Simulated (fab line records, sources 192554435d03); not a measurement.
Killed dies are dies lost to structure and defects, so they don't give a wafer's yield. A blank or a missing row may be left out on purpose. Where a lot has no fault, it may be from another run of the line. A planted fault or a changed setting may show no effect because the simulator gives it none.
One fault seen from 2 desks / flow n5 finfet / numbers are kept per desk, each desk with only its own; the story behind them comes last

AT THE TOOL OWNER'S DESK: litho track-02
The tool's own readings at N5_ZERO_LAYER_COAT_05 (resist thk 1000 nm): means of the sampled wafers that have a number, for each lot that ran on this tool. A lot is out of limits, marked OUT, if its mean lies more than 4 standard deviations from the usual mean; the brackets give that distance.
Columns: A = dispense pressure kPa at N5_ZERO_LAYER_COAT_05, usual 48 kPa; B = exhaust pa at N5_ZERO_LAYER_COAT_05, usual 44.9 Pa; C = spin speed rpm at N5_ZERO_LAYER_COAT_05, usual 1500.0 rpm
lot=L371; first seen here=day 2 12:22; A=43; B=43.9; C=1500.2
lot=L375; first seen here=day 3 12:22; A=43; B=45.2; C=1500.0
lot=L376; first seen here=day 3 18:22; A=43; B=45.7; C=1500.2
lot=L377; first seen here=day 4 00:29; A=43; B=45.8; C=1554.4 (+56) OUT
lot=L379; first seen here=day 4 12:22; A=43; B=45.0; C=1553.9 (+56) OUT
lot=L381; first seen here=day 5 00:22; A=43; B=44.7; C=1556.0 (+58) OUT
This desk's verdict: out of limits on L377, L379, L381, starting with L377 at day 4 00:29 (spin speed rpm at N5_ZERO_LAYER_COAT_05). In limits: L371, L375, L376.

THE METROLOGY DESK
What the gauges read, lot by lot, whatever tool the lot ran on: means of the sampled wafers that have a number. A lot is out of limits, marked OUT, if its mean lies more than 4 standard deviations from the usual mean; the brackets give that distance. Shown here are 7 of its 11 readings, the ones lying furthest out on some lot.
Columns: A = cd nm at N5_PMOS_HMC_CHANNEL_EPI_CD_MEAS_09, usual 237.3 nm; B = DIBL_N at N5_BEOL_M4_RC_MEAS_101, usual 36.4 mV/V; C = DIBL_P at N5_BEOL_M4_RC_MEAS_101, usual 35.8 mV/V; D = IOFF_N at N5_BEOL_M4_RC_MEAS_101, usual 0.158 nA/um; E = IOFF_P at N5_BEOL_M4_RC_MEAS_101, usual 0.21 nA/um; F = SS_P at N5_BEOL_M4_RC_MEAS_101, usual 73.4 mV/dec; G = VT_N at N5_BEOL_M4_RC_MEAS_101, usual 249.8 mV
lot=L367; first seen here=day 1 16:59; A=237.2; B=38.1; C=38.0; D=0.202; E=0.23; F=74.3; G=247.5
lot=L371; first seen here=day 2 17:10; A=235.4; B=37.9; C=38.6; D=0.185; E=0.22; F=74.0; G=247.2
lot=L375; first seen here=day 3 17:45; A=237.3; B=35.9; C=35.2; D=0.146; E=0.21; F=73.3; G=252.8
lot=L376; first seen here=day 3 23:38; A=237.0; B=36.2; C=37.0; D=0.169; E=0.27; F=74.2; G=248.3
lot=L377; first seen here=day 4 05:38; A=237.0; B=36.0; C=34.6; D=0.150; E=0.19; F=73.8; G=251.3
lot=L379; first seen here=day 4 17:23; A=236.8; B=36.1; C=35.9; D=0.149; E=0.18; F=72.6; G=250.6
lot=L381; first seen here=day 5 06:01; A=237.2; B=36.5; C=36.2; D=0.183; E=0.22; F=72.9; G=245.7
lot=L385; first seen here=day 6 05:40; A=237.2; B=35.0; C=33.5; D=0.138; E=0.19; F=72.9; G=250.5
lot=L387; first seen here=day 6 19:43; A=237.7; B=37.7; C=36.1; D=0.179; E=0.21; F=73.4; G=248.4
lot=L390; first seen here=day 7 11:01; A=237.2; B=31.8; C=31.8; D=0.109; E=0.16; F=72.3; G=254.5
This desk found nothing out of limits on any of the 10 lots.

PUT TOGETHER
On L377, L379, L381, at day 4 00:29, an alarm was possible from the tool owner's desk.
From the metrology desk's view, nothing was out of limits.
The metrology desk has L377, L379, L381 on record, within its limits.
All the named lots went through N5_ZERO_LAYER_COAT_05 on litho track-02.

WHAT THE SIMULATOR PUT IN
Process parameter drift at N5_ZERO_LAYER_COAT_05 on litho track-02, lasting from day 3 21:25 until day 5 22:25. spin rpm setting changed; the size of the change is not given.
Shown lots that were struck: L377, L379, L381.
Delay in hours, fault start to first out-of-limits reading, by desk: the tool owner's desk at 3.
